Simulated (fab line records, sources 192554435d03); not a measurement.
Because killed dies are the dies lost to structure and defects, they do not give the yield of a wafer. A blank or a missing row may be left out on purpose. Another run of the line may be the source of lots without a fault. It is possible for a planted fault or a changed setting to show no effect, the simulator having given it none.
Which tool did it? | flow n5Finfet | 57 wafers from 19 lots sampled at 6 of the route's 1938 steps

WHAT THE GAUGES READ, wafer by wafer
The record holds no reading of a measuring or inspecting step that can be judged against a usual standard deviation.

EACH LOT AND THE TOOL THAT RAN IT (in order: tool; ch and the chambers of the sampled wafers; start)
lot  | N5_STI_FIN_REVEAL_CMP_04     | N5_STI_FIN_REVEAL_DENSIFY_30   | N5_DUMMY_GATE_DESCUM_20          | N5_DUMMY_GATE_STRIP_41           | N5_SD_EPI_P_DESCUM_14            | N5_SD_EPI_P_ETCH_16
L074 | cmp-03 ch 1,3, day 2 10:48   | rtpAnneal-02 ch 0, day 2 11:05 | rieDiel-03 ch 1,2, day 3 05:50   | rieDiel-04 ch 0,1,3, day 3 06:18 | rieDiel-03 ch 0,1,2, day 3 12:57 | rieDiel-03 ch 0,1,2, day 3 13:34
L075 | cmp-02 ch 1,2, day 2 15:34   | rtpAnneal-02 ch 0, day 2 15:56 | rieDiel-04 ch 0,1, day 3 07:40   | rieDiel-03 ch 1,2, day 3 08:08   | rieDiel-03 ch 2,3, day 3 16:55   | rieDiel-03 ch 2,3, day 3 17:32
L076 | cmp-03 ch 0,1,2, day 2 21:44 | rtpAnneal-01 ch 0, day 2 22:06 | rieDiel-04 ch 1,2,3, day 3 15:34 | rieDiel-04 ch 1,2,3, day 3 16:21 | rieDiel-03 ch 0,2,3, day 3 23:19 | rieDiel-03 ch 0,2,3, day 3 23:56
L078 | cmp-03 ch 0,2,3, day 3 11:58 | rtpAnneal-01 ch 0, day 3 12:17 | rieDiel-04 ch 0,1,3, day 4 00:38 | rieDiel-01 ch 2,3, day 4 01:12   | rieDiel-01 ch 2,3, day 4 07:23   | rieDiel-01 ch 2,3, day 4 08:00
L080 | cmp-01 ch 0,1,2, day 3 23:05 | rtpAnneal-01 ch 0, day 3 23:23 | rieDiel-03 ch 0,2, day 4 11:12   | rieDiel-04 ch 1,2, day 4 11:40   | rieDiel-01 ch 1,2,3, day 4 18:58 | rieDiel-01 ch 1,2,3, day 4 19:35
L081 | cmp-01 ch 0,2, day 4 03:31   | rtpAnneal-01 ch 0, day 4 03:49 | rieDiel-03 ch 1,2, day 4 15:55   | rieDiel-01 ch 0,2,3, day 4 16:29 | rieDiel-04 ch 0,1,3, day 5 00:10 | rieDiel-04 ch 0,1,3, day 5 00:47
L082 | cmp-03 ch 0,2,3, day 4 09:07 | rtpAnneal-02 ch 0, day 4 09:31 | rieDiel-04 ch 0,1, day 4 22:07   | rieDiel-03 ch 1,2, day 4 22:44   | rieDiel-04 ch 0,1,3, day 5 06:12 | rieDiel-04 ch 0,1,3, day 5 06:49
L083 | cmp-01 ch 0,1,2, day 4 15:14 | rtpAnneal-02 ch 0, day 4 15:31 | rieDiel-01 ch 0,3, day 5 03:41   | rieDiel-03 ch 0,1,2, day 5 04:10 | rieDiel-01 ch 0,1, day 5 10:58   | rieDiel-01 ch 0,1, day 5 11:35
L084 | cmp-03 ch 0,2, day 4 20:51   | rtpAnneal-01 ch 0, day 4 21:12 | rieDiel-01 ch 1,2,3, day 5 09:19 | rieDiel-01 ch 0,1,2, day 5 09:52 | rieDiel-03 ch 0,1, day 5 17:30   | rieDiel-03 ch 0,1, day 5 18:07
L087 | cmp-01 ch 0,3, day 5 15:47   | rtpAnneal-01 ch 0, day 5 16:04 | rieDiel-01 ch 0,1, day 6 04:14   | rieDiel-01 ch 0,1,3, day 6 04:41 | rieDiel-04 ch 2,3, day 6 11:46   | rieDiel-04 ch 2,3, day 6 12:41
L088 | cmp-02 ch 1,2,3, day 5 21:32 | rtpAnneal-02 ch 0, day 5 21:51 | rieDiel-03 ch 0,1,2, day 6 10:21 | rieDiel-03 ch 0,1,3, day 6 10:49 | rieDiel-03 ch 2,3, day 6 19:05   | rieDiel-03 ch 2,3, day 6 19:42
L089 | cmp-02 ch 0,1,3, day 6 03:59 | rtpAnneal-02 ch 0, day 6 04:17 | rieDiel-04 ch 0,3, day 6 21:10   | rieDiel-03 ch 0,1, day 6 21:38   | rieDiel-04 ch 0,1, day 7 03:58   | rieDiel-04 ch 0,1, day 7 04:35
L091 | cmp-02 ch 0,1,3, day 6 14:23 | rtpAnneal-02 ch 0, day 6 14:40 | rieDiel-01 ch 2,3, day 7 07:02   | rieDiel-03 ch 0,1,3, day 7 07:30 | rieDiel-04 ch 0,3, day 7 13:44   | rieDiel-04 ch 0,3, day 7 14:21
L092 | cmp-03 ch 0,1,2, day 6 21:49 | rtpAnneal-01 ch 0, day 6 22:06 | rieDiel-03 ch 0,1,2, day 7 09:58 | rieDiel-01 ch 0,1,2, day 7 10:34 | rieDiel-01 ch 0,1,2, day 7 17:50 | rieDiel-01 ch 0,1,2, day 7 18:28
L093 | cmp-02 ch 0,1,3, day 7 04:52 | rtpAnneal-02 ch 0, day 7 05:13 | rieDiel-01 ch 0,1, day 7 19:19   | rieDiel-01 ch 0,1, day 7 19:47   | rieDiel-01 ch 2,3, day 8 02:00   | rieDiel-01 ch 2,3, day 8 02:37
L094 | cmp-01 ch 0,1, day 7 09:26   | rtpAnneal-01 ch 0, day 7 09:48 | rieDiel-03 ch 0,1,2, day 7 22:04 | rieDiel-04 ch 0,1,3, day 7 22:43 | rieDiel-04 ch 0,2,3, day 8 06:14 | rieDiel-04 ch 0,2,3, day 8 06:51
L095 | cmp-02 ch 0,1,2, day 7 15:26 | rtpAnneal-02 ch 0, day 7 15:47 | rieDiel-01 ch 1,2,3, day 8 03:47 | rieDiel-01 ch 0,1,3, day 8 04:15 | rieDiel-04 ch 0,1,2, day 8 11:58 | rieDiel-04 ch 0,1,2, day 8 12:35
L096 | cmp-03 ch 0,1,2, day 7 21:14 | rtpAnneal-01 ch 0, day 7 21:35 | rieDiel-03 ch 0,2, day 8 09:27   | rieDiel-04 ch 0,1,2, day 8 09:55 | rieDiel-04 ch 1,3, day 8 18:35   | rieDiel-04 ch 1,3, day 8 19:12
L097 | cmp-02 ch 0,2,3, day 8 02:35 | rtpAnneal-01 ch 0, day 8 02:51 | rieDiel-03 ch 0,1, day 8 15:09   | rieDiel-03 ch 0,2,3, day 8 15:37 | rieDiel-04 ch 0,1,2, day 8 23:54 | rieDiel-04 ch 0,1,2, day 9 00:31
- N5_STI_FIN_REVEAL_CMP_04: polishes, stops on Si3N4, t overpolish 4 s, target thk 131.83 nm.
- N5_STI_FIN_REVEAL_DENSIFY_30
- N5_DUMMY_GATE_DESCUM_20: chemistry O2, time 6.2 s.
- N5_DUMMY_GATE_STRIP_41: strips in O2.
- N5_SD_EPI_P_DESCUM_14: chemistry O2, time 7.9 s.
- N5_SD_EPI_P_ETCH_16: etches SiO2 in CHF3/O2, target depth 5 nm.

AS READ BY THE TOOLS THEMSELVES (means over the sampled wafers that have a number; for cases with no such wafer, the mark the record gives instead)
N5_STI_FIN_REVEAL_CMP_04. Usual: motorCurrentA 8.1 A, standard deviation 0.93; overpolishRunS 4.000 s, standard deviation 0.01; platenRpm 54.18 rpm, standard deviation 0.038; timeToEndpointS 101 s, standard deviation 4.6.
lot  | tool   | motorCurrentA (A) | overpolishRunS (s) | platenRpm (rpm) | timeToEndpointS (s) | flag
L074 | cmp-03 | 8.3               | 4.003              | 54.16           | 104                 | 
L075 | cmp-02 | 7.4               | 4.004              | 54.16           | 101                 | 
L076 | cmp-03 | 7.9               | 4.000              | 54.19           | 102                 | 
L078 | cmp-03 | 9.0               | 3.998              | 54.12           | 103                 | 
L080 | cmp-01 | 7.6               | 4.007              | 54.19           | 100                 | 
L081 | cmp-01 | 8.0               | 3.996              | 54.15           | 97                  | 
L082 | cmp-03 | 8.6               | 4.001              | 54.20           | 103                 | 
L083 | cmp-01 | 7.9               | 4.002              | 54.18           | 93                  | 
L084 | cmp-03 | 8.3               | 4.007              | 54.15           | 107                 | 
L087 | cmp-01 | 8.0               | 4.016              | 54.16           | 100                 | 
L088 | cmp-02 | 8.0               | 4.002              | 54.19           | 98                  | 
L089 | cmp-02 | 7.9               | 4.000              | 54.21           | 99                  | 
L091 | cmp-02 | 8.4               | 3.992              | 54.24           | 96                  | 
L092 | cmp-03 | 7.8               | 4.003              | 54.17           | 107                 | 
L093 | cmp-02 | 8.0               | 3.997              | 54.19           | 98                  | 
L094 | cmp-01 | 8.1               | 4.006              | 54.17           | 100                 | 
L095 | cmp-02 | 7.4               | 4.010              | 54.16           | 100                 | 
L096 | cmp-03 | 7.8               | 4.003              | 54.17           | 104                 | 
L097 | cmp-02 | 7.3               | 4.006              | 54.18           | 99                  | 

N5_STI_FIN_REVEAL_DENSIFY_30. Usual: lampPowerPct 11.53 %, standard deviation 0.054; lamp_zone_5_pct 11.533 %, standard deviation 0.018; lamp_zone_7_pct 11.962 %, standard deviation 0.017.
lot  | tool         | lampPowerPct (%) | lamp_zone_5_pct (%) | lamp_zone_7_pct (%) | flag
L074 | rtpAnneal-02 | 11.58            | 11.532              | 11.956              | 
L075 | rtpAnneal-02 | 11.57            | 11.541              | 11.965              | 
L076 | rtpAnneal-01 | 11.53            | 11.524              | 11.956              | 
L078 | rtpAnneal-01 | 11.50            | 11.531              | 11.961              | 
L080 | rtpAnneal-01 | 11.57            | 11.535              | 11.941              | 
L081 | rtpAnneal-01 | 11.57            | 11.532              | 11.951              | 
L082 | rtpAnneal-02 | 11.52            | 11.522              | 11.953              | 
L083 | rtpAnneal-02 | 11.55            | 11.521              | 11.960              | 
L084 | rtpAnneal-01 | 11.52            | 11.528              | 11.971              | 
L087 | rtpAnneal-01 | 11.59            | 11.527              | 11.956              | 
L088 | rtpAnneal-02 | 11.46            | 11.511              | 11.951              | 
L089 | rtpAnneal-02 | 11.55            | 11.525              | 11.977              | 
L091 | rtpAnneal-02 | 11.59            | 11.528              | 11.971              | 
L092 | rtpAnneal-01 | 11.53            | 11.529              | 11.980              | 
L093 | rtpAnneal-02 | 11.52            | 11.519              | 11.958              | 
L094 | rtpAnneal-01 | 11.59            | 11.517              | 11.966              | 
L095 | rtpAnneal-02 | 11.52            | 11.540              | 11.969              | 
L096 | rtpAnneal-01 | 11.51            | 11.537              | 11.969              | 
L097 | rtpAnneal-01 | 11.51            | 11.538              | 11.962              | 

N5_DUMMY_GATE_DESCUM_20. Usual: chamberPressureMTorr 20.000 mTorr, standard deviation 0.019; drypumpMotorCurrentA 5.7 A, standard deviation 0.6; oesProductAu 0.79 a.u., standard deviation 0.096; rfVppV 243.2 V, standard deviation 1.2; showerheadPlenumPTorr 2.09 Torr, standard deviation 0.056; throttleValvePct 20.5 %, standard deviation 0.34.
lot  | tool       | chamberPressureMTorr (mTorr) | drypumpMotorCurrentA (A) | oesProductAu (a.u.) | rfVppV (V) | showerheadPlenumPTorr (Torr) | throttleValvePct (%) | flag
L074 | rieDiel-03 | 19.985                       | 5.4                      | 0.74                | 241.6      | 2.03                         | 20.5                 | 
L075 | rieDiel-04 | 19.994                       | 6.0                      | 0.74                | 243.2      | 2.14                         | 20.7                 | 
L076 | rieDiel-04 | 19.999                       | 6.3                      | 0.76                | 243.0      | 2.10                         | 20.7                 | 
L078 | rieDiel-04 | 19.986                       | 6.3                      | 0.75                | 243.4      | 2.10                         | 20.7                 | 
L080 | rieDiel-03 | 19.985                       | 5.2                      | 0.84                | 243.8      | 2.09                         | 20.2                 | 
L081 | rieDiel-03 | 20.026                       | 5.4                      | 0.73                | 242.5      | 2.03                         | 20.6                 | 
L082 | rieDiel-04 | 20.014                       | 6.0                      | 0.73                | 244.6      | 2.14                         | 20.7                 | 
L083 | rieDiel-01 | 20.010                       | 5.3                      | 0.93                | 243.3      | 2.10                         | 20.1                 | 
L084 | rieDiel-01 | 19.984                       | 5.9                      | 0.77                | 241.8      | 2.05                         | 20.4                 | 
L087 | rieDiel-01 | 20.002                       | 5.0                      | 0.79                | 242.4      | 2.09                         | 20.5                 | 
L088 | rieDiel-03 | 19.994                       | 5.3                      | 0.78                | 243.1      | 2.07                         | 20.3                 | 
L089 | rieDiel-04 | 20.016                       | 6.0                      | 0.69                | 243.7      | 2.10                         | 20.9                 | 
L091 | rieDiel-01 | 20.001                       | 6.3                      | 0.92                | 243.6      | 2.04                         | 20.1                 | 
L092 | rieDiel-03 | 20.003                       | 5.3                      | 0.77                | 242.4      | 2.06                         | 20.3                 | 
L093 | rieDiel-01 | 19.988                       | 5.0                      | 0.78                | 243.4      | 2.09                         | 20.5                 | 
L094 | rieDiel-03 | 19.986                       | 5.3                      | 0.77                | 243.1      | 2.06                         | 20.3                 | 
L095 | rieDiel-01 | 20.006                       | 5.9                      | 0.86                | 242.4      | 2.05                         | 20.3                 | 
L096 | rieDiel-03 | 19.987                       | 5.3                      | 0.74                | 242.9      | 2.04                         | 20.5                 | 
L097 | rieDiel-03 | 19.990                       | 5.1                      | 0.82                | 243.7      | 2.10                         | 20.0                 | 

N5_DUMMY_GATE_STRIP_41. Usual: chamberPressureMTorr 29.996 mTorr, standard deviation 0.024; drypumpMotorCurrentA 5.7 A, standard deviation 0.58; oesProductAu 0.79 a.u., standard deviation 0.091; rfVppV 3.7 V, standard deviation 0.49; showerheadPlenumPTorr 2.10 Torr, standard deviation 0.056; throttleValvePct 16.7 %, standard deviation 0.32.
lot  | tool       | chamberPressureMTorr (mTorr) | drypumpMotorCurrentA (A) | oesProductAu (a.u.) | rfVppV (V) | showerheadPlenumPTorr (Torr) | throttleValvePct (%) | flag
L074 | rieDiel-04 | 29.991                       | 6.3                      | 0.76                | 3.8        | 2.10                         | 16.9                 | 
L075 | rieDiel-03 | 30.008                       | 5.4                      | 0.76                | 4.0        | 2.06                         | 16.5                 | 
L076 | rieDiel-04 | 30.006                       | 6.3                      | 0.76                | 3.6        | 2.10                         | 16.9                 | 
L078 | rieDiel-01 | 29.996                       | 6.2                      | 0.77                | 3.6        | 2.05                         | 16.5                 | 
L080 | rieDiel-04 | 29.970                       | 6.2                      | 0.78                | 3.6        | 2.14                         | 16.8                 | 
L081 | rieDiel-01 | 29.988                       | 5.8                      | 0.85                | 3.9        | 2.08                         | 16.4                 | 
L082 | rieDiel-03 | 30.004                       | 5.4                      | 0.75                | 3.7        | 2.06                         | 16.6                 | 
L083 | rieDiel-03 | 29.985                       | 5.3                      | 0.79                | 4.0        | 2.07                         | 16.5                 | 
L084 | rieDiel-01 | 30.011                       | 5.3                      | 0.78                | 3.9        | 2.08                         | 16.6                 | 
L087 | rieDiel-01 | 29.999                       | 5.5                      | 0.86                | 4.0        | 2.08                         | 16.6                 | 
L088 | rieDiel-03 | 30.008                       | 5.5                      | 0.79                | 3.8        | 2.13                         | 16.4                 | 
L089 | rieDiel-03 | 29.985                       | 5.1                      | 0.84                | 3.6        | 2.11                         | 16.3                 | 
L091 | rieDiel-03 | 30.005                       | 5.5                      | 0.78                | 3.2        | 2.13                         | 16.4                 | 
L092 | rieDiel-01 | 29.982                       | 5.4                      | 0.88                | 3.7        | 2.07                         | 16.5                 | 
L093 | rieDiel-01 | 29.983                       | 5.1                      | 0.78                | 3.6        | 2.09                         | 16.8                 | 
L094 | rieDiel-04 | 29.991                       | 6.3                      | 0.73                | 3.7        | 2.09                         | 16.9                 | 
L095 | rieDiel-01 | 30.004                       | 5.5                      | 0.83                | 3.9        | 2.08                         | 16.6                 | 
L096 | rieDiel-04 | 29.983                       | 6.0                      | 0.79                | 3.3        | 2.14                         | 16.9                 | 
L097 | rieDiel-03 | 29.995                       | 5.6                      | 0.75                | 3.6        | 2.10                         | 16.6                 | 

N5_SD_EPI_P_DESCUM_14. Usual: chamberPressureMTorr 20.000 mTorr, standard deviation 0.019; drypumpMotorCurrentA 5.9 A, standard deviation 0.58; oesProductAu 0.79 a.u., standard deviation 0.096; rfVppV 243.2 V, standard deviation 1.3; showerheadPlenumPTorr 2.09 Torr, standard deviation 0.058; throttleValvePct 20.5 %, standard deviation 0.33.
lot  | tool       | chamberPressureMTorr (mTorr) | drypumpMotorCurrentA (A) | oesProductAu (a.u.) | rfVppV (V) | showerheadPlenumPTorr (Torr) | throttleValvePct (%) | flag
L074 | rieDiel-03 | 19.986                       | 5.3                      | 0.81                | 243.2      | 2.07                         | 20.2                 | 
L075 | rieDiel-03 | 20.007                       | 5.7                      | 0.73                | 243.2      | 2.07                         | 20.6                 | 
L076 | rieDiel-03 | 20.003                       | 5.6                      | 0.80                | 243.7      | 2.11                         | 20.4                 | 
L078 | rieDiel-01 | 20.000                       | 6.2                      | 0.76                | 243.2      | 2.04                         | 20.2                 | 
L080 | rieDiel-01 | 20.003                       | 5.9                      | 0.78                | 242.9      | 2.06                         | 20.4                 | 
L081 | rieDiel-04 | 19.990                       | 6.3                      | 0.76                | 243.1      | 2.09                         | 20.7                 | 
L082 | rieDiel-04 | 20.011                       | 6.3                      | 0.74                | 242.8      | 2.09                         | 20.7                 | 
L083 | rieDiel-01 | 20.011                       | 4.9                      | 0.88                | 243.6      | 2.11                         | 20.3                 | 
L084 | rieDiel-03 | 19.994                       | 5.2                      | 0.80                | 243.8      | 2.09                         | 20.1                 | 
L087 | rieDiel-04 | 20.005                       | 6.3                      | 0.80                | 242.8      | 2.06                         | 20.7                 | 
L088 | rieDiel-03 | 19.999                       | 5.8                      | 0.71                | 241.7      | 2.06                         | 20.7                 | 
L089 | rieDiel-04 | 20.006                       | 6.3                      | 0.76                | 243.5      | 2.12                         | 20.6                 | 
L091 | rieDiel-04 | 19.991                       | 6.3                      | 0.70                | 242.3      | 2.05                         | 20.9                 | 
L092 | rieDiel-01 | 20.014                       | 5.3                      | 0.86                | 243.4      | 2.07                         | 20.3                 | 
L093 | rieDiel-01 | 19.996                       | 6.2                      | 0.95                | 242.7      | 2.03                         | 20.0                 | 
L094 | rieDiel-04 | 20.011                       | 6.0                      | 0.77                | 242.8      | 2.10                         | 20.8                 | 
L095 | rieDiel-04 | 19.985                       | 6.0                      | 0.79                | 243.2      | 2.14                         | 20.7                 | 
L096 | rieDiel-04 | 20.007                       | 6.6                      | 0.77                | 242.8      | 2.08                         | 20.6                 | 
L097 | rieDiel-04 | 20.000                       | 6.0                      | 0.78                | 244.0      | 2.13                         | 20.7                 | 

N5_SD_EPI_P_ETCH_16. Usual: O2_flow_sccm 5.000 sccm, standard deviation 0.014; chamberPressureMTorr 30.001 mTorr, standard deviation 0.026; drypumpMotorCurrentA 5.9 A, standard deviation 0.57; oesProductAu 0.79 a.u., standard deviation 0.094; rfVppV 531 V, standard deviation 9.9; showerheadPlenumPTorr 2.41 Torr, standard deviation 0.07; throttleValvePct 18.98 %, standard deviation 0.29.
lot  | tool       | O2_flow_sccm (sccm) | chamberPressureMTorr (mTorr) | drypumpMotorCurrentA (A) | oesProductAu (a.u.) | rfVppV (V) | showerheadPlenumPTorr (Torr) | throttleValvePct (%) | flag
L074 | rieDiel-03 | 5.008               | 30.009                       | 5.3                      | 0.80                | 533        | 2.40                         | 18.74                | 
L075 | rieDiel-03 | 4.997               | 30.022                       | 5.7                      | 0.72                | 537        | 2.38                         | 19.01                | 
L076 | rieDiel-03 | 4.994               | 30.005                       | 5.6                      | 0.79                | 534        | 2.42                         | 18.78                | 
L078 | rieDiel-01 | 4.993               | 30.024                       | 6.2                      | 0.76                | 525        | 2.37                         | 18.77                | 
L080 | rieDiel-01 | 5.016               | 29.997                       | 5.9                      | 0.77                | 521        | 2.37                         | 18.88                | 
L081 | rieDiel-04 | 5.005               | 30.010                       | 6.4                      | 0.75                | 531        | 2.41                         | 19.18                | 
L082 | rieDiel-04 | 4.992               | 30.012                       | 6.3                      | 0.75                | 532        | 2.41                         | 19.18                | 
L083 | rieDiel-01 | 4.994               | 30.006                       | 4.9                      | 0.87                | 515        | 2.43                         | 18.82                | 
L084 | rieDiel-03 | 4.996               | 29.999                       | 5.2                      | 0.81                | 532        | 2.43                         | 18.67                | 
L087 | rieDiel-04 | 5.016               | 29.996                       | 6.3                      | 0.80                | 539        | 2.36                         | 19.11                | 
L088 | rieDiel-03 | 5.003               | 29.979                       | 5.7                      | 0.71                | 536        | 2.37                         | 19.05                | 
L089 | rieDiel-04 | 4.990               | 29.991                       | 6.3                      | 0.76                | 532        | 2.45                         | 19.12                | 
L091 | rieDiel-04 | 5.007               | 30.031                       | 6.3                      | 0.71                | 530        | 2.36                         | 19.26                | 
L092 | rieDiel-01 | 4.995               | 30.004                       | 5.4                      | 0.87                | 517        | 2.39                         | 18.75                | 
L093 | rieDiel-01 | 5.012               | 30.001                       | 6.2                      | 0.95                | 525        | 2.36                         | 18.54                | 
L094 | rieDiel-04 | 4.999               | 30.003                       | 6.0                      | 0.77                | 535        | 2.42                         | 19.23                | 
L095 | rieDiel-04 | 4.981               | 30.036                       | 6.0                      | 0.78                | 537        | 2.46                         | 19.17                | 
L096 | rieDiel-04 | 4.995               | 29.993                       | 6.6                      | 0.76                | 535        | 2.39                         | 19.04                | 
L097 | rieDiel-04 | 5.001               | 30.005                       | 6.0                      | 0.77                | 537        | 2.46                         | 19.17                | 

THE ANSWER, worked out from the rows above alone
Rule: lot off if the mean of its wafers having a number is beyond 3 standard deviations from the usual mean. Also off: a lot with no number at a reading for which 4 or more lots have one. All remaining lots with rows at the step are treated as sound. Order of review: gauges by route order, followed by the tools' own readings, for which a lot's mean as printed above is used. At the first step where some lot is off, the reading lying furthest off is the one used; lots without a number count as furthest.
Across all readings shown, no lot is off: no conclusion can be drawn from this.

WHAT HAD BEEN PUT IN BY THE SIMULATOR
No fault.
